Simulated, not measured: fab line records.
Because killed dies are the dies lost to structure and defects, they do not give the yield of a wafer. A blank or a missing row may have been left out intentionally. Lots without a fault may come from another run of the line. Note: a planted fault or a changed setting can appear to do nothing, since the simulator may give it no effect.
fab line records -- flow nand_harc -- part 1 of 2: steps 1 to 23 of 33
record lots=5, wafers=15, last_day=23
route steps=1159 shown P_M0@256 P_M1@285
lots untouched by any fault: they come from a run of this same line in which no faults occurred
start_h: hours from the record's opening day to when the first of the lot's shown wafers began -- wait_h: hours since the lot's step before -- " unchanged from the row above -- L1.1+2: several wafers, shown together as one row -- - either no value or no given start -- * or withheld: withheld -- < > ~ a bound
route shown NAME@n: names a module that has steps shown in the file, with the first one's number in the route -- usual: the fault-free wafers' mean and standard deviation -- same: alike in all rows -- chamber/n: place in a boat -- sites: the reading at each site -- _std_site: the standard deviation of these -- _edge_site: outer sites' mean less inner sites' -- radius_mm: how far each site lies from the wafer's centre -- mask NAME#n: copy n -- behind: tool/chamber where the wafer was last shaped -- hold: what put the lot on hold/how long, in hours/how the hold closed -- device: the transistor (n, p or np) that didn't switch -- end of line: tests of these same wafers at the route's end -- a step without rows: its recipe alone -- killed: the dies lost at the first sort to structure and to defects; this is not the yield of the wafer -- map: per-die view of a wafer (x killed, . not killed, _ where there is no die)
set.NAME: the run value of the setting; set.NAME@STEP: its run value at that earlier step -- model.NAME: the simulator's own value behind a step, which no gauge read
lots at some steps of the route; a table a step, a row a wafer
services: from which hour (start_h, from the record's first day; less than 0 if before it) a tool's chamber was out of use, for how many hours, and why
## steps
# step NHARC_P_M0_COAT_33
# recipe temp_c=200, time_s=65
# usual chill_plate_temp_C=22.98/0.096, exhaust_pa=44.9/1
lot.wafer,tool,chamber,start_h,wait_h,chill_plate_temp_C,exhaust_pa
L076.2,litho_track-04,0,-,-,22.80,46.1
L076.3,litho_track-04,0,-,-,23.14,43.9
L076.5,litho_track-04,0,-,-,23.09,44.7
L082.2,litho_track-06,0,-,-,23.14,46.1
L082.3,litho_track-06,0,-,-,22.92,44.2
L082.4,litho_track-06,0,-,-,23.06,44.3
L083.2,litho_track-01,0,-,-,22.92,46.2
L083.4,litho_track-01,0,-,-,22.95,45.3
L083.6,litho_track-01,0,-,-,22.95,43.9
L087.3,litho_track-04,0,-,-,22.86,45.2
L087.5,litho_track-04,0,-,-,22.96,43.8
L087.6,litho_track-04,0,-,-,22.92,44.5
L090.2,litho_track-01,0,-,-,22.98,45.1
L090.5,litho_track-01,0,-,-,23.00,44.9
L090.6,litho_track-01,0,-,-,22.85,46.9
# step NHARC_P_M0_COAT_03
# recipe spin_rpm=1500, resist_thk_nm=90
# usual chill_plate_temp_C=23.01/0.099, dispense_pressure_kPa=52/4.1, exhaust_pa=44.9/0.85
lot.wafer,tool,chamber,start_h,wait_h,chill_plate_temp_C,dispense_pressure_kPa,exhaust_pa
L076.2,litho_track-04,0,-,-,22.93,54,46.2
L076.3,litho_track-04,0,-,-,22.98,54,44.4
L076.5,litho_track-04,0,-,-,22.88,54,47.0
L082.2,litho_track-06,0,-,-,22.93,46,45.2
L082.3,litho_track-06,0,-,-,23.04,46,45.2
L082.4,litho_track-06,0,-,-,23.03,46,45.1
L083.2,litho_track-01,0,-,-,23.09,56,45.7
L083.4,litho_track-01,0,-,-,23.17,56,44.5
L083.6,litho_track-01,0,-,-,23.13,56,43.4
L087.3,litho_track-04,0,-,-,23.12,54,43.9
L087.5,litho_track-04,0,-,-,22.83,54,45.2
L087.6,litho_track-04,0,-,-,23.01,54,44.8
L090.2,litho_track-01,0,-,-,22.97,56,43.6
L090.5,litho_track-01,0,-,-,23.11,56,45.6
L090.6,litho_track-01,0,-,-,23.13,56,45.3
# step NHARC_P_M0_SOFTBAKE_04
# recipe temp_c=105, time_s=55
# usual chill_plate_temp_C=23.02/0.11, exhaust_pa=45.1/0.96
lot.wafer,tool,chamber,start_h,wait_h,chill_plate_temp_C,exhaust_pa
L076.2,litho_track-04,0,-,-,23.00,44.9
L076.3,litho_track-04,0,-,-,23.04,45.3
L076.5,litho_track-04,0,-,-,23.15,43.7
L082.2,litho_track-06,0,-,-,22.98,44.5
L082.3,litho_track-06,0,-,-,22.99,43.9
L082.4,litho_track-06,0,-,-,23.03,43.2
L083.2,litho_track-01,0,-,-,22.90,44.3
L083.4,litho_track-01,0,-,-,22.91,45.3
L083.6,litho_track-01,0,-,-,22.87,43.8
L087.3,litho_track-04,0,-,-,22.77,45.6
L087.5,litho_track-04,0,-,-,22.97,44.9
L087.6,litho_track-04,0,-,-,22.93,44.4
L090.2,litho_track-01,0,-,-,23.00,45.6
L090.5,litho_track-01,0,-,-,22.89,45.2
L090.6,litho_track-01,0,-,-,23.10,44.5
# step NHARC_P_M0_EBR_05
# usual chill_plate_temp_C=22.99/0.1, exhaust_pa=44.9/0.9
lot.wafer,tool,chamber,start_h,wait_h,chill_plate_temp_C,exhaust_pa
L076.2,litho_track-04,0,-,-,22.97,44.9
L076.3,litho_track-04,0,-,-,22.96,44.5
L076.5,litho_track-04,0,-,-,23.03,44.6
L082.2,litho_track-06,0,-,-,22.96,46.4
L082.3,litho_track-06,0,-,-,22.98,45.7
L082.4,litho_track-06,0,-,-,22.87,45.6
L083.2,litho_track-01,0,-,-,22.92,44.5
L083.4,litho_track-01,0,-,-,22.87,44.5
L083.6,litho_track-01,0,-,-,22.94,44.1
L087.3,litho_track-04,0,-,-,22.94,45.5
L087.5,litho_track-04,0,-,-,23.06,45.4
L087.6,litho_track-04,0,-,-,23.02,45.3
L090.2,litho_track-01,0,-,-,22.95,46.1
L090.5,litho_track-01,0,-,-,22.88,45.0
L090.6,litho_track-01,0,-,-,22.89,43.1
# step NHARC_P_M0_EXPOSE_06
# recipe na=1.35, target_cd_nm=90, dose_mj=81.28, mask_id=P_M0
lot.wafer,tool,chamber,start_h,wait_h,mask
L076.2+3+5,arfi_scanner-03,0,133.82,-,P_M0#0
L082.2+3+4,arfi_scanner-01,0,165.73,-,P_M0#0
L083.2+4+6,arfi_scanner-02,0,168.66,-,P_M0#0
L087.3+5+6,arfi_scanner-02,0,192.41,-,P_M0#0
L090.2+5+6,arfi_scanner-01,0,212.70,-,P_M0#0
# step NHARC_P_M0_PEB_07
# recipe peb_temp_c=100, peb_time_s=65
# usual chill_plate_temp_C=22.98/0.12, exhaust_pa=44.8/0.92
lot.wafer,tool,chamber,start_h,wait_h,chill_plate_temp_C,exhaust_pa
L076.2,litho_track-04,0,133.88,0.1,22.94,44.5
L076.3,litho_track-04,0,133.88,0.1,22.94,44.3
L076.5,litho_track-04,0,133.88,0.1,22.92,44.3
L082.2,litho_track-06,0,165.78,0.1,23.09,44.9
L082.3,litho_track-06,0,165.78,0.1,23.09,43.8
L082.4,litho_track-06,0,165.78,0.1,23.11,44.3
L083.2,litho_track-06,0,168.72,0.1,23.06,45.8
L083.4,litho_track-06,0,168.72,0.1,22.84,44.9
L083.6,litho_track-06,0,168.72,0.1,23.03,44.9
L087.3,litho_track-01,0,192.47,0.1,22.98,44.3
L087.5,litho_track-01,0,192.47,0.1,23.02,43.9
L087.6,litho_track-01,0,192.47,0.1,23.10,46.1
L090.2,litho_track-01,0,212.76,0.1,22.83,44.5
L090.5,litho_track-01,0,212.76,0.1,22.92,45.4
L090.6,litho_track-01,0,212.76,0.1,22.95,43.8
# step NHARC_P_M0_DEVELOP_08
# recipe develop_time_s=35, dev_temp_c=23
# usual chill_plate_temp_C=22.99/0.11, exhaust_pa=45.3/0.9
lot.wafer,tool,chamber,start_h,wait_h,chill_plate_temp_C,exhaust_pa
L076.2,litho_track-04,0,-,-,22.68,44.7
L076.3,litho_track-04,0,-,-,22.95,44.8
L076.5,litho_track-04,0,-,-,22.85,45.5
L082.2,litho_track-06,0,-,-,22.96,44.3
L082.3,litho_track-06,0,-,-,23.06,45.4
L082.4,litho_track-06,0,-,-,22.98,46.0
L083.2,litho_track-06,0,-,-,22.90,44.5
L083.4,litho_track-06,0,-,-,22.87,44.6
L083.6,litho_track-06,0,-,-,22.81,44.4
L087.3,litho_track-01,0,-,-,22.91,45.5
L087.5,litho_track-01,0,-,-,22.95,46.8
L087.6,litho_track-01,0,-,-,22.90,45.8
L090.2,litho_track-01,0,-,-,22.99,46.1
L090.5,litho_track-01,0,-,-,22.85,45.4
L090.6,litho_track-01,0,-,-,23.14,45.7
# step NHARC_P_M0_CD_MEAS_09
# recipe target_cd_nm=90, landing_energy_ev=500
# usual cd_nm=89.7/0.51
lot.wafer,tool,chamber,start_h,wait_h,cd_nm
L076.2,cd_sem-01,0,133.96,-,89.2
L076.3,cd_sem-01,0,133.96,-,89.7
L076.5,cd_sem-01,0,133.96,-,89.0
L082.2,cd_sem-02,0,165.86,-,89.9
L082.3,cd_sem-02,0,165.86,-,89.5
L082.4,cd_sem-02,0,165.86,-,90.0
L083.2,cd_sem-01,0,168.80,-,89.0
L083.4,cd_sem-01,0,168.80,-,89.1
L083.6,cd_sem-01,0,168.80,-,88.9
L087.3,cd_sem-02,0,192.55,-,89.3
L087.5,cd_sem-02,0,192.55,-,89.0
L087.6,cd_sem-02,0,192.55,-,89.9
L090.2,cd_sem-03,0,212.84,-,89.6
L090.5,cd_sem-03,0,212.84,-,90.0
L090.6,cd_sem-03,0,212.84,-,88.4
# step NHARC_P_M0_OVL_MEAS_10
# recipe pitch_nm=180
# usual overlay_x_nm=-0.1/0.69, overlay_y_nm=-0.1/0.8
lot.wafer,tool,chamber,start_h,wait_h,overlay_x_nm,overlay_y_nm
L076.2,overlay-01,-,134.05,-,-0.4,0.9
L076.3,overlay-01,-,134.05,-,-0.5,-0.5
L076.5,overlay-01,-,134.05,-,-0.1,1.1
L082.2,overlay-01,-,165.95,-,0.2,-1.7
L082.3,overlay-01,-,165.95,-,0.4,-1.2
L082.4,overlay-01,-,165.95,-,0.4,-1.1
L083.2,overlay-01,-,168.89,-,0.1,-0.9
L083.4,overlay-01,-,168.89,-,0.8,-0.8
L083.6,overlay-01,-,168.89,-,-0.3,-1.0
L087.3,overlay-02,-,192.63,-,-0.2,-0.1
L087.5,overlay-02,-,192.63,-,-0.6,0.0
L087.6,overlay-02,-,192.63,-,-0.2,-0.3
L090.2,overlay-01,-,212.92,-,-0.3,-1.2
L090.5,overlay-01,-,212.92,-,-0.1,-1.3
L090.6,overlay-01,-,212.92,-,-0.2,-1.3
# step NHARC_P_M0_INSPECT_11
# usual raw_defect_count=4.0/2.9
lot.wafer,tool,chamber,start_h,wait_h,raw_defect_count
L076.2,defect_inspect-01,-,134.08,0.0,1
L076.3,defect_inspect-01,-,134.08,0.0,1
L076.5,defect_inspect-01,-,134.08,0.0,1
L082.2,defect_inspect-02,-,165.99,0.0,6
L082.3,defect_inspect-02,-,165.99,0.0,4
L082.4,defect_inspect-02,-,165.99,0.0,2
L083.2,defect_inspect-02,-,168.92,0.0,3
L083.4,defect_inspect-02,-,168.92,0.0,6
L083.6,defect_inspect-02,-,168.92,0.0,6
L087.3,defect_inspect-01,-,192.67,0.0,3
L087.5,defect_inspect-01,-,192.67,0.0,2
L087.6,defect_inspect-01,-,192.67,0.0,1
L090.2,defect_inspect-01,-,212.96,0.0,9
L090.5,defect_inspect-01,-,212.96,0.0,5
L090.6,defect_inspect-01,-,212.96,0.0,5
# step NHARC_P_M0_DESCUM_14
# recipe time_s=3, o2_flow_sccm=200, ar_flow_sccm=0, bias_power_w=0, chemistry=O2
# usual drypump_motor_current_A=5.7/0.47, oes_product_au=0.999/0.0084, rf_vpp_V=57.8/0.94, showerhead_plenum_p_Torr=1.94/0.098, throttle_valve_pct=11.313/0.0092
lot.wafer,tool,chamber,start_h,wait_h,drypump_motor_current_A,oes_product_au,rf_hours_counter_h,rf_vpp_V,showerhead_plenum_p_Torr,throttle_valve_pct
L076.2,rie_diel-10,3,134.15,0.1,5.3,1.007,11,57.7,1.96,11.307
L076.3,rie_diel-10,0,134.15,0.1,6.3,1.010,12,58.1,2.06,11.317
L076.5,rie_diel-10,0,134.15,0.1,6.3,1.008,-,56.2,2.06,11.300
L082.3,rie_diel-10,3,166.05,0.1,5.3,0.990,13,57.7,1.96,11.325
L082.2,rie_diel-10,0,166.05,0.1,6.3,0.998,13,57.7,2.06,11.312
L082.4,rie_diel-10,1,166.05,0.1,5.3,0.995,12,58.0,1.79,11.319
L083.4,rie_diel-10,1,168.99,0.1,5.3,0.994,13,58.6,1.79,11.309
L083.2,rie_diel-10,2,168.99,0.1,6.4,0.989,12,57.4,2.04,11.323
L083.6,rie_diel-10,1,168.99,0.1,5.2,0.998,-,55.8,1.79,11.304
L087.3,rie_diel-10,0,192.76,0.1,6.3,0.999,1,58.9,2.06,11.307
L087.5,rie_diel-10,1,192.76,0.1,5.2,0.987,-,57.4,1.79,11.314
L087.6,rie_diel-10,2,192.76,0.1,6.4,0.996,-,57.4,2.05,11.309
L090.2,rie_diel-10,0,213.02,0.1,6.3,0.998,3,56.8,2.06,11.313
L090.5,rie_diel-10,0,213.02,0.1,6.3,1.004,-,58.6,2.06,11.311
L090.6,rie_diel-10,1,213.02,0.1,5.3,1.000,-,58.3,1.79,11.319
# step NHARC_P_M0_ETCH_34
# recipe target_depth_a=400, overetch_a=120, time_s=43.94, ion_energy_ev=200, n2_flow_sccm=150, h2_flow_sccm=150, ar_flow_sccm=0, rf_w=400, bias_w=150, chemistry=N2/H2
# usual drypump_motor_current_A=5.7/0.48, oes_product_au=0.998/0.0073, rf_vpp_V=431.1/2.9, showerhead_plenum_p_Torr=2.06/0.11, throttle_valve_pct=14.173/0.0086
lot.wafer,tool,chamber,start_h,wait_h,drypump_motor_current_A,oes_product_au,rf_hours_counter_h,rf_vpp_V,showerhead_plenum_p_Torr,throttle_valve_pct
L076.2,rie_diel-10,2,134.23,0.1,6.4,0.995,10,433.8,2.18,14.175
L076.3,rie_diel-10,0,134.23,0.1,6.3,1.006,12,436.3,2.21,14.174
L076.5,rie_diel-10,2,134.23,0.1,6.4,0.992,-,433.9,2.18,14.177
L082.3,rie_diel-10,2,166.13,0.1,6.4,0.993,12,435.1,2.18,14.174
L082.4,rie_diel-10,3,166.13,0.1,5.3,1.000,13,431.2,2.09,14.163
L082.2,rie_diel-10,0,166.13,0.1,6.3,0.995,13,435.3,2.20,14.181
L083.4,rie_diel-10,1,169.07,0.1,5.2,0.998,13,427.2,1.90,14.181
L083.2,rie_diel-10,2,169.07,0.1,6.4,0.990,12,434.0,2.18,14.164
L083.6,rie_diel-10,1,169.07,0.1,5.3,1.004,-,426.0,1.90,14.169
L087.3,rie_diel-10,3,192.83,0.1,5.4,1.008,1,431.3,2.09,14.163
L087.5,rie_diel-10,1,192.83,0.1,5.2,0.986,-,426.3,1.90,14.174
L087.6,rie_diel-10,2,192.83,0.1,6.4,0.991,-,434.8,2.18,14.176
L090.2,rie_diel-10,3,213.12,0.1,5.3,1.008,3,433.0,2.09,14.183
L090.5,rie_diel-10,1,213.12,0.1,5.2,0.993,-,427.9,1.90,14.159
L090.6,rie_diel-10,2,213.12,0.1,6.4,0.994,-,433.3,2.18,14.171
# step NHARC_P_M0_ETCH_15
# recipe target_depth_a=1500, overetch_a=150, time_s=82.5, c4f8_flow_sccm=withheld, ar_flow_sccm=400, rf_w=600, bias_w=300, chemistry=C4F8/Ar
# usual oes_product_au=0.954/0.023, rf_vpp_V=441.5/2.9
lot.wafer,tool,chamber,start_h,wait_h,oes_product_au,rf_hours_counter_h,rf_vpp_V
L076.2,rie_diel-10,0,-,-,0.941,12,444.8
L076.3,rie_diel-10,1,-,-,0.943,11,437.7
L076.5,rie_diel-10,0,-,-,0.947,-,445.1
L082.3,rie_diel-10,3,-,-,0.962,13,441.2
L082.4,rie_diel-10,0,-,-,0.976,13,446.6
L082.2,rie_diel-10,1,-,-,0.982,13,438.1
L083.2,rie_diel-10,1,-,-,0.957,13,436.5
L083.4,rie_diel-10,2,-,-,0.979,12,443.4
L083.6,rie_diel-10,3,-,-,0.987,-,441.8
L087.3,rie_diel-10,1,-,-,0.949,1,438.5
L087.5,rie_diel-10,1,-,-,0.944,-,436.7
L087.6,rie_diel-10,2,-,-,0.952,-,445.0
L090.2,rie_diel-10,1,-,-,0.951,3,436.9
L090.5,rie_diel-10,2,-,-,0.954,-,444.4
L090.6,rie_diel-10,3,-,-,0.968,-,441.0
# step NHARC_P_M0_CD_MEAS_16
# usual cd_nm=89.7/0.6
lot.wafer,tool,chamber,start_h,wait_h,cd_nm
L076.2,cd_sem-01,-,134.45,-,89.0
L076.3,cd_sem-01,-,134.45,-,89.3
L076.5,cd_sem-01,-,134.45,-,88.7
L082.2,cd_sem-03,-,166.35,-,89.5
L082.3,cd_sem-03,-,166.35,-,88.9
L082.4,cd_sem-03,-,166.35,-,90.2
L083.2,cd_sem-01,-,169.29,-,89.0
L083.4,cd_sem-01,-,169.29,-,88.9
L083.6,cd_sem-01,-,169.29,-,88.8
L087.3,cd_sem-03,-,193.03,-,89.1
L087.5,cd_sem-03,-,193.03,-,89.0
L087.6,cd_sem-03,-,193.03,-,89.9
L090.2,cd_sem-02,-,213.32,-,89.5
L090.5,cd_sem-02,-,213.32,-,89.2
L090.6,cd_sem-02,-,213.32,-,89.1
# step NHARC_P_M0_STRIP_18
# recipe power_w=1000, n2_flow_sccm=150, h2_flow_sccm=150, ar_flow_sccm=0, bias_w=0, chemistry=N2/H2
# usual drypump_motor_current_A=5.5/0.43, oes_product_au=0.998/0.0087, rf_vpp_V=90.6/0.96, showerhead_plenum_p_Torr=2.04/0.11, throttle_valve_pct=14.172/0.0088
lot.wafer,tool,chamber,start_h,wait_h,drypump_motor_current_A,oes_product_au,rf_hours_counter_h,rf_vpp_V,showerhead_plenum_p_Torr,throttle_valve_pct
L076.3,rie_diel-03,0,134.52,0.1,5.2,0.994,5,90.7,1.99,14.161
L076.2,rie_diel-03,3,134.52,0.1,5.5,0.997,5,91.2,2.21,14.160
L076.5,rie_diel-03,0,134.52,0.1,5.2,0.986,-,90.3,1.99,14.168
L082.2,rie_diel-10,1,166.42,0.1,5.3,0.979,13,90.3,1.90,14.176
L082.4,rie_diel-10,3,166.42,0.1,5.3,1.015,13,90.4,2.09,14.157
L082.3,rie_diel-10,0,166.42,0.1,6.3,1.011,13,91.0,2.20,14.167
L083.4,rie_diel-04,2,169.36,0.1,6.2,1.004,4,91.4,2.11,14.165
L083.2,rie_diel-04,1,169.36,0.1,5.4,1.001,4,89.1,1.99,14.176
L083.6,rie_diel-04,3,169.36,0.1,5.7,1.011,-,91.9,2.09,14.180
L087.3,rie_diel-10,3,193.11,0.1,5.4,0.997,1,90.2,2.09,14.167
L087.6,rie_diel-10,3,193.11,0.1,5.4,1.004,-,91.6,2.09,14.178
L087.5,rie_diel-10,0,193.11,0.1,6.3,0.991,-,91.4,2.20,14.181
L090.2,rie_diel-03,1,213.45,0.1,5.2,1.000,11,90.9,1.91,14.177
L090.5,rie_diel-03,3,213.45,0.1,5.5,0.972,-,91.3,2.21,14.178
L090.6,rie_diel-03,0,213.45,0.1,5.2,0.971,-,90.2,1.98,14.185
# step NHARC_P_M0_STRIP_19
# recipe time_s=600, temp_c=30, chemistry=post_etch_residue_remover
lot.wafer,tool,chamber,start_h,wait_h
L076.2+5+3,wet_bench-09,"2,4,5",134.79,-
L082.2+3+4,wet_bench-05,"2,4,6",166.70,-
L083.6+4+2,wet_bench-05,"0,1,3",169.64,-
L087.3+5+6,wet_bench-02,"4,5,1",193.38,-
L090.6+5+2,wet_bench-02,"3,5,6",213.68,-
# step NHARC_P_M0_DEGAS_28
# recipe temp_c=250, time_s=60
# usual heater_power_w=338/41
lot.wafer,tool,chamber,start_h,wait_h,heater_power_w
L076.2,pvd_sputter-01,-,135.06,-,312
L076.3,pvd_sputter-01,-,135.06,-,311
L076.5,pvd_sputter-01,-,135.06,-,306
L082.2,pvd_sputter-03,-,166.96,-,315
L082.3,pvd_sputter-03,-,166.96,-,342
L082.4,pvd_sputter-03,-,166.96,-,271
L083.4,pvd_sputter-01,-,169.91,-,314
L083.2,pvd_sputter-01,-,169.91,-,333
L083.6,pvd_sputter-01,-,169.91,-,386
L087.3,pvd_sputter-03,-,193.66,-,323
L087.6,pvd_sputter-03,-,193.66,-,337
L087.5,pvd_sputter-03,-,193.66,-,268
L090.2,pvd_sputter-02,-,213.95,-,429
L090.6,pvd_sputter-02,-,213.95,-,298
L090.5,pvd_sputter-02,-,213.95,-,428
# step NHARC_P_M0_PRE_CLEAN_29
# recipe time_s=30, temp_c=280, gas=H2/He
# usual heater_power_w=414/53
lot.wafer,tool,chamber,start_h,wait_h,heater_power_w
L076.3,pvd_sputter-01,-,-,-,379
L076.2,pvd_sputter-01,-,-,-,361
L076.5,pvd_sputter-01,-,-,-,376
L082.2,pvd_sputter-03,-,-,-,421
L082.3,pvd_sputter-03,-,-,-,402
L082.4,pvd_sputter-03,-,-,-,410
L083.2,pvd_sputter-01,-,-,-,478
L083.4,pvd_sputter-01,-,-,-,403
L083.6,pvd_sputter-01,-,-,-,455
L087.3,pvd_sputter-03,-,-,-,337
L087.6,pvd_sputter-03,-,-,-,336
L087.5,pvd_sputter-03,-,-,-,390
L090.2,pvd_sputter-02,-,-,-,466
L090.6,pvd_sputter-02,-,-,-,469
L090.5,pvd_sputter-02,-,-,-,435
# step NHARC_P_M0_PVD_20
# recipe target_thk_a=50, bias_v=168.6, power_w=15000, chamber_pressure_pa=0.12, time_s=8.06, substrate_temp_c=50, material=TaN
# usual chamber_pressure_pa=0.11998/0.00026, throttle_valve_pct=30.5/0.73
lot.wafer,tool,chamber,start_h,wait_h,chamber_pressure_pa,throttle_valve_pct
L076.2,pvd_sputter-01,-,-,-,0.11986,30.2
L076.3,pvd_sputter-01,-,-,-,0.11999,31.3
L076.5,pvd_sputter-01,-,-,-,0.12007,30.5
L082.4,pvd_sputter-03,-,-,-,0.11922,31.7
L082.2,pvd_sputter-03,-,-,-,0.12055,30.8
L082.3,pvd_sputter-03,-,-,-,0.12016,29.6
L083.2,pvd_sputter-01,-,-,-,0.1202,30.6
L083.4,pvd_sputter-01,-,-,-,0.11992,31.0
L083.6,pvd_sputter-01,-,-,-,0.12012,31.1
L087.3,pvd_sputter-03,-,-,-,0.11981,29.6
L087.5,pvd_sputter-03,-,-,-,0.12008,30.6
L087.6,pvd_sputter-03,-,-,-,0.11947,29.7
L090.2,pvd_sputter-01,-,214.07,-,0.12007,31.1
L090.6,pvd_sputter-01,-,214.07,-,0.11983,30.8
L090.5,pvd_sputter-01,-,214.07,-,0.12036,30.3
# step NHARC_P_M0_PVD_21
# recipe target_thk_a=300, chamber_pressure_pa=5, power_w=5000, substrate_temp_c=30, time_s=20.49, material=Cu
# usual chamber_pressure_pa=4.999/0.0098, throttle_valve_pct=30.6/0.71
lot.wafer,tool,chamber,start_h,wait_h,chamber_pressure_pa,throttle_valve_pct
L076.3,pvd_sputter-01,-,-,-,5.003,30.6
L076.2,pvd_sputter-01,-,-,-,4.984,30.4
L076.5,pvd_sputter-01,-,-,-,5.010,30.1
L082.2,pvd_sputter-03,-,-,-,5.000,29.8
L082.3,pvd_sputter-03,-,-,-,5.009,30.4
L082.4,pvd_sputter-03,-,-,-,4.985,30.7
L083.4,pvd_sputter-01,-,-,-,5.001,30.1
L083.2,pvd_sputter-01,-,-,-,4.995,30.8
L083.6,pvd_sputter-01,-,-,-,4.994,30.3
L087.3,pvd_sputter-03,-,-,-,5.001,30.2
L087.5,pvd_sputter-03,-,-,-,5.008,30.2
L087.6,pvd_sputter-03,-,-,-,4.993,31.7
L090.2,pvd_sputter-01,-,-,-,4.985,30.3
L090.6,pvd_sputter-01,-,-,-,4.997,30.4
L090.5,pvd_sputter-01,-,-,-,5.010,30.7
# step NHARC_P_M0_ECD_22
# recipe target_thk_a=4000, bath_temp_c=25, material=Cu
lot.wafer,tool,chamber,start_h,wait_h
L076.2+3+5,ecd_cu-01,"0,1,0",135.47,-
L082.2+3+4,ecd_cu-02,"0,0,1",167.32,-
L083.2+4+6,ecd_cu-01,"0,0,1",170.31,-
L087.3+6+5,ecd_cu-01,"0,1,0",194.17,-
L090.2+5+6,ecd_cu-02,"1,0,1",214.37,-
# step NHARC_P_M0_ANNEAL_30
# recipe temp_c=225, time_s=90
# usual anneal_temp_c_max=226.2/0.34, wafer_temp_C_max=226.0/0.3
lot.wafer,tool,chamber,start_h,wait_h,anneal_temp_c_max,wafer_temp_C_max
L076.2,rtp_anneal-01,0,135.85,0.3,226.6,226.9
L076.3,rtp_anneal-01,0,135.85,0.3,226.7,226.3
L076.5,rtp_anneal-01,0,135.85,0.3,226.4,226.1
L082.2,rtp_anneal-02,0,167.75,-,225.9,226.0
L082.3,rtp_anneal-02,0,167.75,-,226.4,226.0
L082.4,rtp_anneal-02,0,167.75,-,226.3,226.0
L083.2,rtp_anneal-01,0,170.69,0.3,226.4,226.1
L083.4,rtp_anneal-01,0,170.69,0.3,226.4,226.3
L083.6,rtp_anneal-01,0,170.69,0.3,226.5,225.9
L087.3,rtp_anneal-02,0,194.50,-,225.8,225.6
L087.5,rtp_anneal-02,0,194.50,-,225.9,225.6
L087.6,rtp_anneal-02,0,194.50,-,226.1,225.9
L090.2,rtp_anneal-01,0,214.75,-,226.7,226.2
L090.5,rtp_anneal-01,0,214.75,-,226.3,226.8
L090.6,rtp_anneal-01,0,214.75,-,226.7,226.4
# step NHARC_P_M0_CMP_23
# recipe t_overpolish_s=20, target_thk_nm=117.53
# usual motor_current_A=12.1/1, time_to_endpoint_s=28.7/2
lot.wafer,tool,chamber,start_h,wait_h,motor_current_A,time_to_endpoint_s
L076.2,cmp-04,3,136.14,-,13.3,30.2
L076.3,cmp-04,0,136.14,-,11.5,28.6
L076.5,cmp-04,0,136.14,-,11.1,28.9
L082.4,cmp-03,3,168.04,-,13.2,27.7
L082.2,cmp-03,0,168.04,-,10.1,27.1
L082.3,cmp-03,1,168.04,-,13.6,27.7
L083.2,cmp-04,0,171.02,-,11.5,29.2
L083.4,cmp-04,2,171.02,-,12.1,29.1
L083.6,cmp-04,3,171.02,-,12.7,29.5
L087.3,cmp-04,1,194.80,-,11.3,31.6
L087.6,cmp-04,3,194.80,-,13.3,30.3
L087.5,cmp-04,0,194.80,-,11.6,29.2
L090.2,cmp-03,3,215.08,-,13.0,29.0
L090.6,cmp-03,2,215.08,-,12.8,31.5
L090.5,cmp-03,3,215.08,-,13.0,26.8
